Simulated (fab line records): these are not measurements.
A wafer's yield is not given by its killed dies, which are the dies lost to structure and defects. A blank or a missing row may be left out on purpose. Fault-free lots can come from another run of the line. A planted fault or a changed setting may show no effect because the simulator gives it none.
fab line records	flow n5-finfet
[record] lots = 24	wafers = 72	last-day = 17
route steps=1938 shown BEOL_M3@944
lots that met no fault: taken from a fault-free run of the same line
start-h: hours from the record's first day to the start of the lot's first wafer shown	wait-h: hours elapsed since this lot's preceding step	" unchanged from the row above	L1.1+2: a row that stands for several wafers	- either no value or no given start	* or withheld: withheld	< > ~ a bound
route shown NAME@n: names a module that has steps shown in the file, with the first one's number in the route	usual: mean and standard deviation over wafers with no fault	same: alike in all rows	chamber/n: place in a boat	sites: readings site by site	_std_site: standard deviation across them	_edge_site: outer sites' mean less inner sites'	radius-mm: for every site, how far away it sits from the centre of the wafer	mask NAME#n: copy n	behind: the most recent tool/chamber to have shaped the wafer	hold: why the lot went on hold/how many hours it stayed there/how the hold came to an end	device: the n, p or np transistor that did not switch	end of line: tests run on the same wafers once the route is complete	step lacking rows: just its recipe	killed: count of dies lost to structure and defects at first sort (not the wafer's yield)	map: shows each die of a wafer: x if killed, . if not, _ if none is there
set.NAME: the setting that was run; set.NAME@STEP: the one run at that earlier step	model.NAME: the simulator's own value behind a step, which no gauge read
the route's steps for a sample of lots (tables are steps, rows are wafers)
services: when a tool's chamber went out of use (start-h, in hours from the record's first day, below 0 if earlier), for how many hours, and the reason
[[steps]]
[step N5_BEOL_M3_CD_MEAS_11]
[recipe] target-cd-nm = 17.05	landing-energy-ev = 500	detector = se-inlens	polarity = opening
[usual] cd-nm = 17.15/0.26
lot.wafer	tool	chamber	start-h	wait-h	cd-nm
L074.1	cd-sem-03	0	139.69	-	17.65
L074.3	"	0	"	"	17.36
L074.5	"	0	"	"	16.90
L075.2	cd-sem-03	0	148.24	-	17.25
L075.4	"	0	"	"	17.24
L075.6	"	0	"	"	17.17
L076.2	cd-sem-02	0	157.47	-	17.21
L076.4	"	0	"	"	17.57
L076.6	"	0	"	"	17.25
L077.1	cd-sem-02	0	160.56	-	17.47
L077.2	"	0	"	"	17.22
L077.6	"	0	"	"	17.41
L078.1	cd-sem-02	0	164.15	-	17.07
L078.4	"	0	"	"	17.51
L078.6	"	0	"	"	17.22
L079.1	cd-sem-02	0	166.98	-	16.93
L079.2	"	0	"	"	17.03
L079.3	"	0	"	"	17.43
L080.1	cd-sem-03	0	183.12	-	16.94
L080.5	"	0	"	"	17.03
L080.6	"	0	"	"	17.21
L081.1	cd-sem-02	0	189.38	-	17.32
L081.5	"	0	"	"	17.14
L081.6	"	0	"	"	16.94
L082.1	cd-sem-01	0	194.42	-	17.35
L082.3	"	0	"	"	17.17
L082.5	"	0	"	"	17.50
L083.1	cd-sem-02	0	204.55	-	16.96
L083.2	"	0	"	"	17.24
L083.5	"	0	"	"	17.09
L084.1	cd-sem-01	0	206.94	-	17.64
L084.3	"	0	"	"	17.54
L084.4	"	0	"	"	17.29
L085.1	cd-sem-01	0	210.66	-	16.82
L085.2	"	0	"	"	17.02
L085.6	"	0	"	"	16.95
L086.1	cd-sem-02	0	222.14	-	17.15
L086.3	"	0	"	"	16.81
L086.5	"	0	"	"	16.68
L088.3	cd-sem-02	0	224.27	-	17.11
L088.5	"	0	"	"	17.67
L088.6	"	0	"	"	16.59
L087.1	cd-sem-02	0	225.82	-	16.81
L087.2	"	0	"	"	17.06
L087.3	"	0	"	"	16.91
L089.1	cd-sem-03	0	233.08	-	17.41
L089.2	"	0	"	"	17.71
L089.5	"	0	"	"	16.68
L090.2	cd-sem-03	0	233.30	-	17.11
L090.4	"	0	"	"	17.11
L090.6	"	0	"	"	17.19
L091.1	cd-sem-03	0	243.80	-	17.13
L091.2	"	0	"	"	16.95
L091.6	"	0	"	"	16.97
L092.1	cd-sem-03	0	249.73	-	16.77
L092.2	"	0	"	"	16.71
L092.3	"	0	"	"	16.95
L093.1	cd-sem-01	0	267.66	-	16.72
L093.2	"	0	"	"	17.20
L093.3	"	0	"	"	17.33
L094.2	cd-sem-03	0	268.17	-	16.94
L094.3	"	0	"	"	17.29
L094.5	"	0	"	"	17.37
L095.1	cd-sem-03	0	275.05	-	17.62
L095.3	"	0	"	"	17.23
L095.6	"	0	"	"	17.29
L096.2	cd-sem-01	0	280.75	-	17.29
L096.3	"	0	"	"	17.08
L096.6	"	0	"	"	17.07
L097.1	cd-sem-01	0	288.14	-	17.05
L097.3	"	0	"	"	17.22
L097.6	"	0	"	"	17.13
[step N5_BEOL_M3_DESCUM_16]
[recipe] chemistry = O2	time-s = 7	source-power-w = 50	bias-power-w = 20	pressure-mtorr = 20	rf-frequency-hz = 2.712e+07	temp-c = 40	resist = CAR-EUV	o2-flow-sccm = 225
[usual] drypump-motor-current-A = 5.7/0.37	oes-product-au = 0.76/0.081	rf-vpp-V = 243.0/1.3	showerhead-plenum-p-Torr = 2.08/0.067	throttle-valve-pct = 20.48/0.24
lot.wafer	tool	chamber	start-h	wait-h	drypump-motor-current-A	oes-product-au	rf-hours-counter-h	rf-vpp-V	showerhead-plenum-p-Torr	throttle-valve-pct
L074.1	rie-diel-03	3	139.81	0.0	5.7	0.74	180	241.3	2.00	20.52
L074.3	"	2	"	"	6.0	0.69	238	241.4	1.98	20.80
L074.5	"	1	"	"	6.3	0.76	-	245.5	2.15	20.58
L075.2	rie-diel-03	1	148.37	0.0	6.2	0.76	158	244.1	2.15	20.61
L075.4	"	3	"	"	5.8	0.74	182	242.2	2.00	20.50
L075.6	"	0	"	"	5.7	0.74	-	244.5	2.20	20.69
L076.2	rie-diel-03	2	157.59	0.0	6.0	0.69	242	241.8	1.98	20.80
L076.4	"	3	"	"	5.8	0.73	184	241.8	2.00	20.49
L076.6	"	2	"	"	6.0	0.69	-	240.3	1.98	20.81
L077.1	rie-diel-01	3	160.92	0.3	5.4	0.73	165	243.1	2.09	20.46
L077.2	"	1	"	"	5.5	0.74	182	242.9	2.08	20.54
L077.6	"	1	"	"	5.5	0.74	-	243.8	2.08	20.54
L078.1	rie-diel-02	2	164.28	0.0	5.1	0.70	192	240.5	2.08	20.64
L078.4	"	1	"	"	5.8	0.94	17	242.7	2.06	20.20
L078.6	"	0	"	"	6.3	0.74	-	243.7	2.04	20.56
L079.1	rie-diel-02	2	167.10	0.0	5.2	0.70	192	242.7	2.08	20.65
L079.2	"	3	"	"	5.3	0.81	85	242.5	2.09	19.91
L079.3	"	0	"	"	6.2	0.74	194	243.0	2.04	20.57
L080.1	rie-diel-01	1	183.29	0.1	5.4	0.73	188	242.4	2.08	20.55
L080.5	"	0	"	"	5.7	0.68	-	242.8	2.09	20.54
L080.6	"	2	"	"	6.3	0.75	-	242.4	2.00	20.30
L081.1	rie-diel-03	1	189.50	0.0	6.3	0.75	171	244.1	2.14	20.63
L081.5	"	1	"	"	6.2	0.75	-	244.0	2.14	20.63
L081.6	"	0	"	"	5.7	0.73	-	246.5	2.20	20.71
L082.1	rie-diel-02	3	194.54	0.0	5.3	0.80	93	244.2	2.09	19.90
L082.3	"	1	"	"	5.8	0.93	26	243.6	2.05	20.22
L082.5	"	2	"	"	5.2	0.69	-	243.3	2.08	20.66
L083.1	rie-diel-03	1	204.68	0.0	6.2	0.74	176	243.7	2.14	20.64
L083.2	"	3	"	"	5.8	0.73	200	240.7	2.00	20.54
L083.5	"	1	"	"	6.2	0.74	-	245.9	2.14	20.63
L084.1	rie-diel-02	2	207.07	0.0	5.2	0.70	205	244.3	2.08	20.65
L084.3	"	3	"	"	5.3	0.80	97	242.6	2.09	19.93
L084.4	"	0	"	"	6.2	0.73	206	242.4	2.03	20.60
L085.1	rie-diel-02	2	211.42	0.7	5.2	0.69	207	242.5	2.08	20.66
L085.2	"	0	"	"	6.3	0.73	207	243.8	2.03	20.59
L085.6	"	1	"	"	5.8	0.92	-	242.7	2.05	20.22
L086.1	rie-diel-02	2	222.27	0.0	5.1	0.68	210	241.9	2.08	20.68
L086.3	"	1	"	"	5.8	0.91	35	243.0	2.05	20.23
L086.5	"	3	"	"	5.3	0.78	-	242.5	2.09	19.93
L088.3	rie-diel-02	3	224.65	0.3	5.3	0.79	103	243.0	2.09	19.94
L088.5	"	1	"	"	5.8	0.91	-	242.6	2.05	20.24
L088.6	"	2	"	"	5.2	0.68	-	243.2	2.08	20.67
L087.1	rie-diel-02	0	225.95	0.0	6.3	0.72	211	243.8	2.03	20.61
L087.2	"	1	"	"	5.8	0.91	36	243.6	2.05	20.24
L087.3	"	2	"	"	5.1	0.68	212	243.1	2.08	20.67
L089.1	rie-diel-02	3	233.21	0.0	5.4	0.78	105	243.2	2.09	19.91
L089.2	"	0	"	"	6.3	0.72	213	243.5	2.03	20.61
L089.5	"	3	"	"	5.4	0.78	-	243.5	2.09	19.92
L090.2	rie-diel-01	1	233.42	0.0	5.5	0.71	207	242.4	2.07	20.57
L090.4	"	1	"	"	5.5	0.72	-	241.5	2.07	20.58
L090.6	"	2	"	"	6.3	0.73	-	242.4	1.99	20.33
L091.1	rie-diel-01	2	244.31	0.4	6.3	0.73	176	240.8	1.99	20.34
L091.2	"	0	"	"	5.7	0.69	242	242.4	2.09	20.57
L091.6	"	3	"	"	5.4	0.71	-	244.5	2.08	20.51
L092.1	rie-diel-02	3	250.78	1.0	5.3	0.77	112	242.7	2.09	19.92
L092.2	"	0	"	"	6.3	0.72	220	241.5	2.03	20.61
L092.3	"	2	"	"	5.1	0.68	221	243.4	2.07	20.69
L093.1	rie-diel-03	3	267.80	0.0	5.8	0.71	216	241.5	1.99	20.57
L093.2	"	0	"	"	5.7	0.71	208	244.2	2.19	20.74
L093.3	"	2	"	"	6.0	0.95	15	245.2	2.24	20.58
L094.2	rie-diel-01	1	268.29	0.0	5.5	0.71	220	243.5	2.07	20.60
L094.3	"	0	"	"	5.7	0.68	249	242.7	2.08	20.55
L094.5	"	2	"	"	6.2	0.72	-	242.7	1.99	20.34
L095.1	rie-diel-03	0	275.17	0.0	5.7	0.71	211	244.3	2.19	20.75
L095.3	"	1	"	"	6.2	0.73	192	243.5	2.14	20.68
L095.6	"	0	"	"	5.7	0.71	-	245.7	2.19	20.74
L096.2	rie-diel-01	3	280.88	0.0	5.4	0.70	205	242.5	2.07	20.52
L096.3	"	1	"	"	5.5	0.70	225	243.3	2.06	20.61
L096.6	"	2	"	"	6.4	0.72	-	241.2	1.98	20.36
L097.1	rie-diel-03	2	288.27	0.0	6.0	0.93	22	245.1	2.24	20.58
L097.3	"	1	"	"	6.3	0.73	195	244.3	2.13	20.66
L097.6	"	3	"	"	5.7	0.71	-	242.2	1.99	20.57
[step N5_BEOL_M3_ALD_84]
[recipe] material = TaN	target-thk-a = *	temp-c = 275	ald-precursor-family = PDMAT	ald-co-reactant = NH3	pressure-torr = 3	carrier-flow-sccm = 1500	pulse-time-s = 2	purge-time-s = 3	co-reactant-purge-time-s = 2	co-reactant-pulse-time-s = 3	ald-cycles = 30	precursor-vessel-temp-c = 75	precursor-vessel-pressure-torr = 26.25	precursor-vessel-carrier-sccm = 1000
[usual] heater-power-w = 406/42
[same] co-reactant-pulse-time-s = 3
lot.wafer	tool	chamber	start-h	wait-h	heater-power-w
L074.1	ald-metal-01	3	148.13	0.1	382
L074.3	"	0	"	"	451
L074.5	"	3	"	"	383
L075.2	ald-metal-04	1	152.70	0.0	468
L075.4	"	0	"	"	324
L075.6	"	3	"	"	410
L076.2	ald-metal-01	3	160.49	0.0	383
L076.4	"	0	"	"	453
L076.6	"	0	"	"	428
L077.1	ald-metal-04	3	164.24	0.0	392
L077.2	"	1	"	"	462
L077.6	"	1	"	"	460
L078.1	ald-metal-01	1	169.89	0.0	442
L078.4	"	0	"	"	435
L078.6	"	0	"	"	440
L079.1	ald-metal-04	3	175.06	0.1	399
L079.2	"	2	"	"	355
L079.3	"	1	"	"	473
L080.1	ald-metal-03	3	186.96	0.0	437
L080.5	"	2	"	"	429
L080.6	"	1	"	"	447
L081.1	ald-metal-04	3	194.46	0.0	396
L081.5	"	3	"	"	396
L081.6	"	2	"	"	346
L082.1	ald-metal-01	0	198.02	0.1	451
L082.3	"	2	"	"	403
L082.5	"	3	"	"	378
L083.1	ald-metal-01	3	207.04	0.0	383
L083.2	"	0	"	"	443
L083.5	"	2	"	"	406
L084.1	ald-metal-04	2	212.03	0.1	354
L084.3	"	0	"	"	336
L084.4	"	3	"	"	401
L085.1	ald-metal-03	0	215.37	0.1	420
L085.2	"	2	"	"	422
L085.6	"	3	"	"	429
L086.1	ald-metal-01	0	228.35	0.1	438
L086.3	"	2	"	"	395
L086.5	"	3	"	"	376
L088.3	ald-metal-04	3	228.96	0.3	405
L088.5	"	2	"	"	353
L088.6	"	1	"	"	466
L087.1	ald-metal-04	3	233.29	0.1	413
L087.2	"	0	"	"	329
L087.3	"	1	"	"	468
L089.1	ald-metal-01	3	236.74	0.0	374
L089.2	"	1	"	"	447
L089.5	"	3	"	"	376
L090.2	ald-metal-04	2	240.45	0.1	347
L090.4	"	3	"	"	413
L090.6	"	3	"	"	402
L091.1	ald-metal-01	0	247.04	0.1	447
L091.2	"	3	"	"	385
L091.6	"	2	"	"	411
L092.1	ald-metal-03	0	259.94	0.1	436
L092.2	"	3	"	"	437
L092.3	"	2	"	"	425
L094.2	ald-metal-04	1	276.15	0.1	456
L094.3	"	2	"	"	340
L094.5	"	2	"	"	347
L093.1	ald-metal-04	3	279.94	0.0	414
L093.2	"	1	"	"	469
L093.3	"	2	"	"	339
L095.1	ald-metal-01	1	280.96	0.0	443
L095.3	"	2	"	"	391
L095.6	"	0	"	"	448
L096.2	ald-metal-03	2	288.23	0.0	426
L096.3	"	3	"	"	441
L096.6	"	0	"	"	428
L097.1	ald-metal-01	3	291.31	0.0	374
L097.3	"	1	"	"	434
L097.6	"	1	"	"	437
[step N5_BEOL_M3_ANNEAL_89]
[recipe] temp-c = 400	time-s = 240	ambient = vacuum
[usual] heater-power-w = 818/71
lot.wafer	tool	chamber	start-h	wait-h	heater-power-w
L074.1	pvd-sputter-02	-	149.76	0.0	887
L074.3	"	-	"	"	696
L074.5	"	-	"	"	889
L075.2	pvd-sputter-02	-	154.37	0.0	806
L075.4	"	-	"	"	962
L075.6	"	-	"	"	877
L076.2	pvd-sputter-03	-	162.22	0.0	791
L076.4	"	-	"	"	829
L076.6	"	-	"	"	800
L077.1	pvd-sputter-03	-	168.79	0.0	802
L077.2	"	-	"	"	730
L077.6	"	-	"	"	732
L078.1	pvd-sputter-03	-	171.47	0.0	833
L078.4	"	-	"	"	801
L078.6	"	-	"	"	835
L079.1	pvd-sputter-03	-	176.59	0.0	822
L079.2	"	-	"	"	853
L079.3	"	-	"	"	747
L080.1	pvd-sputter-03	-	188.51	0.0	852
L080.5	"	-	"	"	803
L080.6	"	-	"	"	844
L081.1	pvd-sputter-03	-	195.97	0.0	736
L081.5	"	-	"	"	746
L081.6	"	-	"	"	776
L082.1	pvd-sputter-02	-	199.53	0.0	803
L082.3	"	-	"	"	874
L082.5	"	-	"	"	802
L083.1	pvd-sputter-03	-	208.45	0.0	793
L083.2	"	-	"	"	730
L083.5	"	-	"	"	799
L084.1	pvd-sputter-01	-	213.90	0.0	887
L084.3	"	-	"	"	763
L084.4	"	-	"	"	884
L085.1	pvd-sputter-03	-	217.11	0.0	805
L085.2	"	-	"	"	736
L085.6	"	-	"	"	787
L086.1	pvd-sputter-03	-	231.55	0.0	740
L086.3	"	-	"	"	831
L086.5	"	-	"	"	823
L088.3	pvd-sputter-01	-	231.80	0.0	897
L088.5	"	-	"	"	883
L088.6	"	-	"	"	924
L087.1	pvd-sputter-03	-	234.79	0.0	734
L087.2	"	-	"	"	786
L087.3	"	-	"	"	839
L089.1	pvd-sputter-03	-	238.17	0.0	835
L089.2	"	-	"	"	724
L089.5	"	-	"	"	805
L090.2	pvd-sputter-01	-	242.01	0.0	752
L090.4	"	-	"	"	874
L090.6	"	-	"	"	886
L091.1	pvd-sputter-02	-	248.59	0.0	990
L091.2	"	-	"	"	808
L091.6	"	-	"	"	857
L092.1	pvd-sputter-01	-	261.52	0.0	929
L092.2	"	-	"	"	872
L092.3	"	-	"	"	914
L094.2	pvd-sputter-02	-	279.32	0.0	959
L094.3	"	-	"	"	872
L094.5	"	-	"	"	693
L093.1	pvd-sputter-02	-	281.42	0.0	877
L093.2	"	-	"	"	690
L093.3	"	-	"	"	804
L095.1	pvd-sputter-03	-	282.46	0.0	798
L095.3	"	-	"	"	738
L095.6	"	-	"	"	805
L096.2	pvd-sputter-03	-	289.81	0.0	815
L096.3	"	-	"	"	732
L096.6	"	-	"	"	812
L097.1	pvd-sputter-02	-	292.89	0.0	982
L097.3	"	-	"	"	695
L097.6	"	-	"	"	781
[step N5_BEOL_M3_SPUTTER_94]
[recipe] material = Cu	target-thk-a = 45	temp-c = -20	chamber-pressure-pa = 0.07	power-w = withheld	time-s = 8.29
[usual] throttle-valve-pct = 29.9/0.76
lot.wafer	tool	chamber	start-h	wait-h	throttle-valve-pct
L074.1	pvd-sputter-02	-	150.34	0.1	29.6
L074.3	"	-	"	"	29.6
L074.5	"	-	"	"	29.9
L075.2	pvd-sputter-02	-	154.95	0.1	30.9
L075.4	"	-	"	"	28.2
L075.6	"	-	"	"	29.6
L076.2	pvd-sputter-03	-	162.80	0.1	31.2
L076.4	"	-	"	"	29.3
L076.6	"	-	"	"	30.9
L077.1	pvd-sputter-03	-	169.37	0.1	30.1
L077.2	"	-	"	"	29.8
L077.6	"	-	"	"	30.0
L078.1	pvd-sputter-03	-	172.05	0.1	29.2
L078.4	"	-	"	"	31.0
L078.6	"	-	"	"	29.2
L079.1	pvd-sputter-03	-	177.17	0.1	31.0
L079.2	"	-	"	"	29.0
L079.3	"	-	"	"	30.2
L080.1	pvd-sputter-03	-	189.09	0.1	28.9
L080.5	"	-	"	"	30.8
L080.6	"	-	"	"	28.9
L081.1	pvd-sputter-03	-	196.55	0.1	29.6
L081.5	"	-	"	"	30.1
L081.6	"	-	"	"	30.0
L082.1	pvd-sputter-02	-	200.11	0.1	30.9
L082.3	"	-	"	"	29.6
L082.5	"	-	"	"	30.9
L083.1	pvd-sputter-03	-	209.03	0.1	30.3
L083.2	"	-	"	"	29.8
L083.5	"	-	"	"	30.4
L084.1	pvd-sputter-01	-	214.48	0.1	29.1
L084.3	"	-	"	"	29.5
L084.4	"	-	"	"	30.1
L085.1	pvd-sputter-03	-	217.69	0.1	30.2
L085.2	"	-	"	"	30.3
L085.6	"	-	"	"	30.4
L086.1	pvd-sputter-03	-	232.13	0.1	30.0
L086.3	"	-	"	"	29.9
L086.5	"	-	"	"	29.1
L088.3	pvd-sputter-01	-	232.38	0.1	30.1
L088.5	"	-	"	"	30.1
L088.6	"	-	"	"	30.5
L087.1	pvd-sputter-03	-	235.37	0.1	30.1
L087.2	"	-	"	"	30.3
L087.3	"	-	"	"	29.3
L089.1	pvd-sputter-03	-	238.75	0.1	29.0
L089.2	"	-	"	"	29.7
L089.5	"	-	"	"	30.1
L090.2	pvd-sputter-01	-	242.59	0.1	29.5
L090.4	"	-	"	"	29.3
L090.6	"	-	"	"	29.9
L091.1	pvd-sputter-02	-	249.17	0.1	28.4
L091.2	"	-	"	"	30.9
L091.6	"	-	"	"	29.6
L092.1	pvd-sputter-01	-	262.10	0.1	30.7
L092.2	"	-	"	"	29.8
L092.3	"	-	"	"	29.3
L094.2	pvd-sputter-02	-	279.90	0.1	28.6
L094.3	"	-	"	"	29.6
L094.5	"	-	"	"	29.5
L093.1	pvd-sputter-02	-	282.00	0.1	29.4
L093.2	"	-	"	"	29.7
L093.3	"	-	"	"	31.0
L095.1	pvd-sputter-03	-	283.04	0.1	30.8
L095.3	"	-	"	"	30.0
L095.6	"	-	"	"	30.2
L096.2	pvd-sputter-03	-	290.39	0.1	31.4
L096.3	"	-	"	"	30.1
L096.6	"	-	"	"	30.8
L097.1	pvd-sputter-02	-	293.47	0.1	28.5
L097.3	"	-	"	"	29.6
L097.6	"	-	"	"	31.0
[step N5_BEOL_M3_PRE_CLEAN_60]
[recipe] gas = NH3/H2	time-s = 15	temp-c = *	rf-power-w = 300
[usual] heater-power-w = 89/18
lot.wafer	tool	chamber	start-h	wait-h	heater-power-w
L074.1	cvd-co-01	0	151.38	0.0	65
L074.3	"	1	"	"	110
L074.5	"	2	"	"	83
L075.2	cvd-co-01	0	156.14	0.0	65
L075.4	"	1	"	"	111
L075.6	"	0	"	"	63
L076.2	cvd-co-02	1	163.86	0.0	102
L076.4	"	2	"	"	96
L076.6	"	0	"	"	75
L077.1	cvd-co-02	2	170.63	0.2	95
L077.2	"	1	"	"	101
L077.6	"	1	"	"	101
L078.1	cvd-co-01	2	173.10	0.0	86
L078.4	"	1	"	"	113
L078.6	"	0	"	"	64
L079.1	cvd-co-01	2	178.22	0.0	85
L079.2	"	1	"	"	111
L079.3	"	0	"	"	64
L080.1	cvd-co-01	0	190.14	0.0	64
L080.5	"	1	"	"	111
L080.6	"	0	"	"	63
L081.1	cvd-co-01	0	197.63	0.0	64
L081.5	"	1	"	"	112
L081.6	"	0	"	"	64
L082.1	cvd-co-01	2	202.02	0.0	84
L082.3	"	1	"	"	110
L082.5	"	1	"	"	113
L083.1	cvd-co-01	1	210.35	0.0	112
L083.2	"	0	"	"	65
L083.5	"	0	"	"	65
L084.1	cvd-co-02	1	215.53	0.0	103
L084.3	"	0	"	"	76
L084.4	"	0	"	"	76
L085.1	cvd-co-01	1	218.74	0.0	112
L085.2	"	2	"	"	86
L085.6	"	1	"	"	113
L086.1	cvd-co-01	0	233.17	0.0	64
L086.3	"	1	"	"	110
L086.5	"	0	"	"	67
L088.3	cvd-co-01	0	233.55	0.0	64
L088.5	"	1	"	"	110
L088.6	"	0	"	"	64
L087.1	cvd-co-01	2	236.41	0.0	85
L087.2	"	1	"	"	113
L087.3	"	1	"	"	112
L089.1	cvd-co-01	1	239.79	0.0	111
L089.2	"	2	"	"	87
L089.5	"	0	"	"	63
L090.2	cvd-co-01	2	243.64	0.0	85
L090.4	"	0	"	"	65
L090.6	"	1	"	"	111
L091.1	cvd-co-01	1	250.24	0.0	111
L091.2	"	2	"	"	87
L091.6	"	1	"	"	109
L092.1	cvd-co-02	1	263.33	0.0	103
L092.2	"	2	"	"	94
L092.3	"	0	"	"	77
L094.2	cvd-co-01	1	280.94	0.0	110
L094.3	"	0	"	"	67
L094.5	"	1	"	"	110
L093.1	cvd-co-02	0	283.04	0.0	77
L093.2	"	2	"	"	98
L093.3	"	1	"	"	105
L095.1	cvd-co-01	0	284.12	0.1	64
L095.3	"	2	"	"	86
L095.6	"	0	"	"	65
L096.2	cvd-co-02	0	292.59	0.0	78
L096.3	"	1	"	"	103
L096.6	"	0	"	"	76
L097.1	cvd-co-01	1	294.51	0.0	112
L097.3	"	2	"	"	86
L097.6	"	1	"	"	110
[[services]]
tool	chamber	start-h	hours	kind
pvd-sputter-02	-	121.61	1.8	repair
rie-diel-01	0	137.19	2.4	repair
cvd-co-02	1	145.86	17.7	repair
rie-diel-01	3	176.74	8.3	repair
rie-diel-03	2	181.29	-	clean
rie-diel-03	2	181.29	-	consumable-replace:focus-ring
rie-diel-03	2	181.29	-	consumable-replace:showerhead
ald-metal-03	-	228.60	6.0	pm
cvd-co-01	0	233.88	3.6	repair
rie-diel-03	-	234.90	15.6	pm
pvd-sputter-01	-	252.79	1.5	repair
cvd-co-01	0	258.49	3.1	repair
rie-diel-01	0	270.83	-	clean
rie-diel-01	0	270.83	-	consumable-replace:focus-ring
rie-diel-01	0	270.83	24.0	scheduled-down
rie-diel-01	0	270.83	24.0	vent-cycle
ald-metal-03	-	284.08	0.7	repair
[[key]]
fault none
